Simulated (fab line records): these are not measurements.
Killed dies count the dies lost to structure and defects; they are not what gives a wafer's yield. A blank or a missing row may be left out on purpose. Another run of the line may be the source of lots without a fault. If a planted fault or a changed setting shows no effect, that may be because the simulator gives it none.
The same fault as seen by 2 desks -- flow nand-harc -- numbers are kept per desk, each desk with only its own; the story behind them comes last

## AT THE METROLOGY DESK
What the gauges read for every lot (on any tool): the sampled wafers with a number, averaged. The brackets show how far a lot's mean lies from the usual mean; more than 4 standard deviations puts the lot out of limits, marked OUT.
Columns: A = overlay-x-nm at NHARC_A_SGD_CUT_OVL_MEAS_10, usual -0.1 nm; B = overlay-y-nm at NHARC_A_SGD_CUT_OVL_MEAS_10, usual -0.2 nm
lot,first seen here,A,B
L473,day 13 22:56,0.8,-0.7
L475,day 14 04:08,-0.3,0.0
L474,day 14 08:41,-0.3,0.9
L477,day 14 08:59,0.7,0.9
L478,day 15 15:13,-0.4,0.9
L481,day 16 02:16,1.4,-1.4
L482,day 16 03:41,0.6,-0.3
L480,day 16 04:11,-0.2,-0.6
L484,day 17 01:43,-0.2,-1.4
L487,day 17 02:43,-0.9,-0.5
L486,day 17 13:33,-0.0,0.5
L491,day 19 04:49,-1.0,1.0
L495,day 20 02:43,-0.9,-1.5
This desk's finding: nothing out of limits on any of the 13 lots.

## FOR THE TOOL OWNER'S DESK: rie-diel-04
The tool's own readings at NHARC_A_SGD_CUT_ETCH_16 (etches the open film in C4F8/O2/Ar, target depth 310.5 nm, time 155.2 s): means of the sampled wafers that have a number, for each lot that ran on this tool. The brackets show how far a lot's mean lies from the usual mean; more than 4 standard deviations puts the lot out of limits, marked OUT.
Columns: A = oes-product-au at NHARC_A_SGD_CUT_ETCH_16, usual 0.975 a.u.; B = rf-vpp-V at NHARC_A_SGD_CUT_ETCH_16, usual 722 V; C = run-length-s at NHARC_A_SGD_CUT_ETCH_16, usual 176.73 s
lot,first seen here,A,B,C
L475,day 14 04:49,0.985,719,176.87
L477,day 14 09:50,0.995,723,176.74
L484,day 17 02:25,0.986,724,176.81
L486,day 17 14:13,0.958,721,176.76
L491,day 19 05:29,0.974,727,140.45 (-99 or more) OUT
This desk's finding: out of limits on L491; first on L491, day 19 05:29 (run-length-s at NHARC_A_SGD_CUT_ETCH_16). L475, L477, L484, L486 stayed within limits.

## ALL TOGETHER
An alarm could have come from the tool owner's desk at day 19 05:29, on L491.
At the metrology desk, nothing out of limits was observed.
The metrology desk has L491 on record, within its limits.
NHARC_A_SGD_CUT_ETCH_16 was run on rie-diel-04 by each of the lots named.

## WHAT THE SIMULATOR PUT IN
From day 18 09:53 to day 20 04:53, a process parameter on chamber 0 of rie-diel-04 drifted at NHARC_A_SGD_CUT_ETCH_16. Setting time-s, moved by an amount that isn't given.
Lots struck among those shown: L491.
Delay in hours, fault start to first out-of-limits reading, by desk: the tool owner's desk at 20.
